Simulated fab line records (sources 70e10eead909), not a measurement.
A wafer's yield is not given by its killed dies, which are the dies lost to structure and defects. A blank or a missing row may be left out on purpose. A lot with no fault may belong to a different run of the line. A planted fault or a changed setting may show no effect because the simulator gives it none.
Which tool is to blame? :: flow nand-harc :: 24 lots (72 wafers sampled), 1 step of a 1302-step route

WHAT EACH GAUGE READ, for each wafer
NHARC_A_SOURCE_PLATE_THK_MEAS_09: measures by ellipsometry.
lot: L074
measured: day 7 12:08
on: film-metro-01
thk-nm (nm): 9.8 7.6 9.4

lot: L075
measured: day 7 12:08
on: film-metro-02
thk-nm (nm): 10.8 8.7 9.1

lot: L076
measured: day 8 06:32
on: film-metro-02
thk-nm (nm): 9.3 8.2 10.7

lot: L077
measured: day 8 06:32
on: film-metro-01
thk-nm (nm): 8.7 10.6 11.0

lot: L078
measured: day 8 20:32
on: film-metro-01
thk-nm (nm): 10.6 9.7 8.4

lot: L080
measured: day 9 08:56
on: film-metro-02
thk-nm (nm): 10.1 10.5 9.5

lot: L079
measured: day 9 08:56
on: film-metro-01
thk-nm (nm): 8.7 9.2 10.2

lot: L081
measured: day 9 23:50
on: film-metro-01
thk-nm (nm): 9.3 8.1 10.4

lot: L082
measured: day 10 13:25
on: film-metro-01
thk-nm (nm): 12.7 9.7 10.4

lot: L083
measured: day 11 00:08
on: film-metro-01
thk-nm (nm): 7.7 10.1 9.8

lot: L084
measured: day 11 06:39
on: film-metro-02
thk-nm (nm): 9.8 8.4 10.5

lot: L085
measured: day 11 16:53
on: film-metro-02
thk-nm (nm): 8.8 8.3 9.6

lot: L086
measured: day 12 00:23
on: film-metro-02
thk-nm (nm): 9.6 9.7 9.9

lot: L087
measured: day 12 11:14
on: film-metro-01
thk-nm (nm): 8.6 11.2 10.3

lot: L089
measured: day 13 04:44
on: film-metro-01
thk-nm (nm): 10.7 10.3 9.7

lot: L088
measured: day 13 04:44
on: film-metro-02
thk-nm (nm): 10.0 9.7 9.9

lot: L090
measured: day 13 21:05
on: film-metro-02
thk-nm (nm): 9.3 9.2 9.2

lot: L091
measured: day 14 05:08
on: film-metro-01
thk-nm (nm): 9.6 10.0 9.6

lot: L092
measured: day 14 16:25
on: film-metro-02
thk-nm (nm): 11.7 11.4 10.0

lot: L093
measured: day 14 20:35
on: film-metro-01
thk-nm (nm): 9.4 9.4 11.3

lot: L094
measured: day 15 15:53
on: film-metro-01
thk-nm (nm): 9.4 8.2 9.6

lot: L095
measured: day 15 15:53
on: film-metro-02
thk-nm (nm): 11.0 9.5 8.0

lot: L096
measured: day 16 13:11
on: film-metro-01
thk-nm (nm): 8.8 11.0 9.9

lot: L097
measured: day 16 20:33
on: film-metro-01
thk-nm (nm): 9.1 9.6 11.5

EACH LOT AND THE TOOL THAT RAN IT (in order: tool; ch and the chambers of the sampled wafers; start)
Before these readings, the record contains no process step.

WHAT THE TOOLS THEMSELVES READ (means of the sampled wafers that have a number; where no wafer has one, the mark that the record gives instead)
The record holds no such reading with a usual standard deviation.

THE ANSWER, worked out from the rows above alone
Rule: the lots themselves supply what counts as usual. The widest of any qualifying gaps counts: lots, ordered by their means at a reading, are off when they make up no more than a third of the lots, leave a main group of 4 or more, and stand apart from it by 3 or more times the standard deviation of that group's means. Not used: any main group whose means are identical at the precision the tables above print for the reading. A lot without any number at a reading at which 4 lots or more have one is off too. All remaining lots with rows at the step are treated as sound. The gauges are gone through in route order, then the tools' own readings, and for those a lot's mean is taken as printed above. The first step at which some lot is off is used, and at that step the reading that is off furthest; a lot without a number counts as furthest.
No lot is off on any of the readings shown, so nothing can be concluded from this.

WHAT WAS PUT IN BY THE SIMULATOR
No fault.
